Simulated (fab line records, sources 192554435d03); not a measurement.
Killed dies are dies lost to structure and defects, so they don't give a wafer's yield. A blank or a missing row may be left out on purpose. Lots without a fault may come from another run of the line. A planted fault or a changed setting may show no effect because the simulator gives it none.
Which tool did it? | flow n5_finfet | 6 lots, 17 wafers sampled, at 4 steps of a route of 1938

WHAT THE GAUGES READ, wafer by wafer
N5_BEOL_M7_OVL_MEAS_29.
lot  | measured     | on         | V6_OVL (nm)
L488 | day 9 11:20  | overlay-01 | -0.3 -0.1
L492 | day 10 17:28 | overlay-01 | 9.1 8.7 8.4
L494 | day 11 11:30 | overlay-01 | 9.4 9.6 10.3
L500 | day 12 06:58 | overlay-02 | -1.4 -1.0 -1.3
L505 | day 13 20:23 | overlay-02 | -0.4 0.1 -0.1
L509 | day 14 21:38 | overlay-01 | -0.5 -0.9 0.0

WHICH TOOL RAN EACH LOT (tool, then ch and the chambers of the sampled wafers, then the start)
lot  | N5_BEOL_M7_DESCUM_16               | N5_BEOL_M7_ETCH_61                 | N5_BEOL_M7_EXPOSE_25
L488 | rie_diel-05 ch 1,2, day 9 07:25    | rie_diel-05 ch 1,2, day 9 07:26    | euv_scanner-02 ch 0, day 9 11:10
L492 | rie_diel-05 ch 0,1,3, day 10 14:08 | rie_diel-05 ch 0,1,3, day 10 14:11 | euv_scanner-02 ch 0, day 10 17:18
L494 | rie_diel-04 ch 2,3, day 11 05:44   | rie_diel-04 ch 2,3, day 11 05:46   | euv_scanner-02 ch 0, day 11 11:20
L500 | rie_diel-04 ch 0,2,3, day 12 05:55 | rie_diel-04 ch 0,2,3, day 12 05:57 | euv_scanner-01 ch 0, day 12 06:48
L505 | rie_diel-01 ch 0,1, day 13 16:41   | rie_diel-01 ch 0,1, day 13 16:43   | euv_scanner-01 ch 0, day 13 20:13
L509 | rie_diel-05 ch 0,2,3, day 14 20:31 | rie_diel-05 ch 0,2,3, day 14 20:32 | euv_scanner-01 ch 0, day 14 21:28
- N5_BEOL_M7_DESCUM_16: chemistry O2, time 7.9 s.
- N5_BEOL_M7_ETCH_61: etches SiARC in CF4, target depth 45.5 nm, time 75.8 s.
- N5_BEOL_M7_EXPOSE_25: exposes mask V6, target cd 40 nm.

THE ANSWER, worked out from the rows above alone
Rule: what is usual is taken from the lots themselves. Put in order of their means at a reading, lots are off if they are a third of the lots or fewer, leave a main group of 4 or more, and stand apart from it by a gap of 3 or more times the standard deviation of the main group's means; of several such gaps the widest counts. A main group whose means are all the same, to the digits that the tables above print for the reading, isn't used. A lot without any number at a reading at which 4 lots or more have one is off too. The other lots that the step has rows for count as sound.
Off: L492, L494, at N5_BEOL_M7_OVL_MEAS_29 (V6_OVL). The main group: mean -0.5 nm, standard deviation 0.44.
A tool fits if, at a process step before that reading, it ran every lot that is off, and no sound lot after the first of them. The gauges at N5_BEOL_M7_OVL_MEAS_29 are tried like those tools. One fits: euv_scanner-02 at N5_BEOL_M7_EXPOSE_25. Its last sound lot is L488 (day 9 11:10), its first lot that is off L492 (day 10 17:18): a fault that began between those two fits.

WHAT THE SIMULATOR HAD PUT IN
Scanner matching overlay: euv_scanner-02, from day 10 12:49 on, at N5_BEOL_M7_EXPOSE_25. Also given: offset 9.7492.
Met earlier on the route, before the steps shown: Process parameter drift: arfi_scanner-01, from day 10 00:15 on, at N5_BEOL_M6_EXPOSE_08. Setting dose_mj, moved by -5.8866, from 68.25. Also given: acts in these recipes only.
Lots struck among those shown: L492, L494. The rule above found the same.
